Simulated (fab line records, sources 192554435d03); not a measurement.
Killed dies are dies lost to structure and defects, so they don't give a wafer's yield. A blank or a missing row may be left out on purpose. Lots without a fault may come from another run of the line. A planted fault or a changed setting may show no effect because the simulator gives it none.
Problem report in the 8D (eight disciplines) form, filled by code | flow n5_finfet | the parts of the form that need people (team, actions taken, sign-off) are left out

1. THE PROBLEM
time_to_endpoint_s at N5_BEOL_M14_CMP_49 reads a mean of 3 s on 6 wafers of 2 lots; wafers without a fault read 124 s with a standard deviation of 5.8. That is -21 standard deviations from the usual mean.
The step: polishes, stops on SiO2, t overpolish 5.2 s, target thk 560 nm.
First seen on wafer L615.1, day 13 17:25, on cmp-01. The record holds 12 wafers of 4 lots with a number at this step. Rule for "out", or "out of limits": more than 4 standard deviations from the usual mean. The other wafers with a number count as sound.

2. WHAT IT IS AND WHAT IT IS NOT
question                    | is                     | is not
which readings at this step | time_to_endpoint_s     | -
which lots                  | L615, L617             | L605, L626
which wafers of those lots  | all that have a number | -
read on which tools         | cmp-01                 | cmp-03
when                        | from day 13 17:25      | up to then (3 sound wafers); but 3 sound wafers of L626 came after

3. SUSPECTS, AND WHAT RULES EACH OUT
Counting: a tool at a process step up to the reading stays a suspect if it ran every lot that is out and no sound lot after the first of them.
- pvd_sputter-03 at N5_BEOL_M14_SPUTTER_45 (material Cu, target thk 100 nm, time 16.67 s): kept. It ran every lot that is out, first L615 (day 13 16:47), and no sound lot after that; its last sound lot up to then is L605 (day 11 01:05).
- cmp-01 at N5_BEOL_M14_CMP_49 (polishes, stops on SiO2, t overpolish 5.2 s, target thk 560 nm): kept. It ran every lot that is out, first L615 (day 13 17:25), and no sound lot after that. Its own readings are out on those wafers: time_to_endpoint_s.
Left after counting: pvd_sputter-03 at N5_BEOL_M14_SPUTTER_45, cmp-01 at N5_BEOL_M14_CMP_49.

4. THE CAUSE (what the simulator had put in)
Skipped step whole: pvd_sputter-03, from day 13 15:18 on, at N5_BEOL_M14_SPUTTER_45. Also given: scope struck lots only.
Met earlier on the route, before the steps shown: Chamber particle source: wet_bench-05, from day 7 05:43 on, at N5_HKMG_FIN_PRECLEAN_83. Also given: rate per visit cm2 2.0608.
Counting left 2 suspects, and this tool is among them.

5. THE CHAIN OF EFFECTS, in route order
Each row: a reading whose mean over the struck wafers that have a number lies more than 3 standard deviations from the usual. Only readings for which the record gives a usual standard deviation are gone through. hours: the time from each lot's start at the first step in this table that gives one to its start at this step, as a median over the lots. sigmas: the change in usual standard deviations.
hours | step                    | reading              | usual  | on struck wafers | change | sigmas
0     | N5_BEOL_M14_CMP_49      | time_to_endpoint_s   | 124 s  | 3                | -121   | -21
23    | N5_PASSIVATION_PROBE_49 | defect_limited_yield | 91.1 % | 0.0              | -91.1  | -61
23    | N5_PASSIVATION_PROBE_49 | killed_at_M4_up      | 13     | 1046             | +1033  | +99 or more
23    | N5_PASSIVATION_PROBE_49 | killed_at_front_end  | 39     | 77               | +38    | +3.4
23    | N5_PASSIVATION_PROBE_49 | killed_dies          | 105    | 1180             | +1075  | +60
23    | N5_PASSIVATION_PROBE_49 | killed_on_rim        | 14     | 152              | +138   | +36
23    | N5_PASSIVATION_PROBE_49 | sort_bin_5_function  | 5.1 %  | 94.5             | +89.4  | +97
23    | N5_PASSIVATION_PROBE_49 | sort_n_pass          | 1075   | 0                | -1075  | -60
23    | N5_PASSIVATION_PROBE_49 | sort_yield_pct       | 91.1 % | 0.0              | -91.1  | -61
The process steps in it:
- N5_BEOL_M14_CMP_49: polishes, stops on SiO2, t overpolish 5.2 s, target thk 560 nm.
- N5_PASSIVATION_PROBE_49
Readings that are blank on the struck wafers while sound wafers have them: bias_v at N5_BEOL_M14_SPUTTER_45; cathode_dc_power_W at N5_BEOL_M14_SPUTTER_45; throttle_valve_pct at N5_BEOL_M14_SPUTTER_45.

6. WHAT WOULD HAVE CAUGHT IT SOONER
In this record the first reading out of limits was taken at day 13 17:25, 2 hours after the fault began at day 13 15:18.
At N5_BEOL_M14_SPUTTER_45 the tool's readings are blank on the struck wafers, where sound wafers have them: an empty tool record is the first sign, and it was there at once.
Of the lots that are out (2), L617 began N5_BEOL_M14_SPUTTER_45 on pvd_sputter-03 after day 13 17:25. A hold on the tool at that time would have spared it.
